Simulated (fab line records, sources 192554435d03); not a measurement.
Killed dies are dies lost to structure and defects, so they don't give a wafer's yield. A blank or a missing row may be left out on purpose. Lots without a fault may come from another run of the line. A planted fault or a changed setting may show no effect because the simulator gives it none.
Chamber matching | flow n5_finfet | N5_BEOL_M2_ETCH_70 on rie_diel-06: 4 sister chambers
The step etches SOC in N2/H2, target depth 80 nm, overetch 24 nm, time 130 s. 24 wafers are shown with their chamber, then 12 later ones without.

WAFERS WITH THEIR CHAMBER
wafer  | chamber | drypump_motor_current_A (A) | showerhead_plenum_p_Torr (Torr) | oes_product_au (a.u.)
L078.1 | 1       | 5.2                         | 2.65                            | 0.56
L078.4 | 2       | 5.9                         | 2.69                            | 0.58
L078.6 | 1       | 5.2                         | 2.65                            | 0.56
L080.1 | 2       | 5.9                         | 2.69                            | 0.57
L080.2 | 0       | 6.7                         | 2.61                            | 0.67
L080.3 | 3       | 5.6                         | 2.45                            | 0.55
L082.2 | 2       | 5.9                         | 2.68                            | 0.57
L082.4 | 3       | 5.6                         | 2.44                            | 0.54
L082.6 | 0       | 6.7                         | 2.60                            | 0.67
L084.1 | 0       | 6.7                         | 2.60                            | 0.67
L084.2 | 1       | 5.2                         | 2.65                            | 0.55
L084.4 | 3       | 5.6                         | 2.44                            | 0.54
L085.1 | 1       | 5.2                         | 2.64                            | 0.55
L085.2 | 3       | 5.6                         | 2.44                            | 0.53
L085.3 | 0       | 6.7                         | 2.60                            | 0.66
L086.2 | 0       | 6.7                         | 2.60                            | 0.66
L086.3 | 1       | 5.2                         | 2.64                            | 0.55
L086.6 | 3       | 5.6                         | 2.44                            | 0.54
L087.1 | 2       | 5.9                         | 2.68                            | 0.57
L087.3 | 1       | 5.2                         | 2.64                            | 0.55
L087.5 | 1       | 5.2                         | 2.64                            | 0.55
L089.1 | 0       | 6.6                         | 2.60                            | 0.65
L089.2 | 1       | 5.2                         | 2.64                            | 0.54
L089.5 | 0       | 6.7                         | 2.60                            | 0.65

SIGNATURES (means of the wafers above)
reading                  | chamber 0 | chamber 1 | chamber 2 | chamber 3 | scatter within a chamber
drypump_motor_current_A  | 6.686     | 5.200     | 5.900     | 5.600     | 0.0207
showerhead_plenum_p_Torr | 2.6014    | 2.6437    | 2.6850    | 2.4420    | 0.00476
oes_product_au           | 0.6614    | 0.5513    | 0.5725    | 0.5400    | 0.00724
Rule: a wafer's distance from a chamber is the root of the sum, over the readings, of the square of ((its reading less the chamber's mean) divided by the reading's scatter). The wafer belongs to the nearest chamber; if the next one is less than 2 further off, it can't be placed. The scatter: the root of (the sum of the squares of (reading less its chamber's mean) over the shown wafers, divided by (wafers less chambers)).

WAFERS WITHOUT THEIR CHAMBER
wafer  | drypump_motor_current_A (A) | showerhead_plenum_p_Torr (Torr) | oes_product_au (a.u.)
L091.1 | 5.2                         | 2.64                            | 0.55
L091.3 | 5.6                         | 2.44                            | 0.54
L091.5 | 6.7                         | 2.60                            | 0.64
L094.1 | 6.7                         | 2.59                            | 0.63
L094.5 | 5.9                         | 2.67                            | 0.56
L094.6 | 5.6                         | 2.43                            | 0.53
L093.2 | 5.6                         | 2.43                            | 0.53
L093.4 | 6.7                         | 2.59                            | 0.63
L093.6 | 5.9                         | 2.67                            | 0.55
L097.3 | 5.9                         | 2.67                            | 0.55
L097.5 | 5.9                         | 2.67                            | 0.56
L097.6 | 5.2                         | 2.63                            | 0.54

WHICH CHAMBER EACH WENT THROUGH
wafer  | from the rows above | in truth
L091.1 | 1                   | 1
L091.3 | 3                   | 3
L091.5 | 0                   | 0
L094.1 | 0                   | 0
L094.5 | 2                   | 2
L094.6 | 3                   | 3
L093.2 | 3                   | 3
L093.4 | 0                   | 0
L093.6 | 2                   | 2
L097.3 | 2                   | 2
L097.5 | 2                   | 2
L097.6 | 1                   | 1
Placed correctly: 12 of 12. Can't be placed from these rows: 0. Placed wrongly: 0.
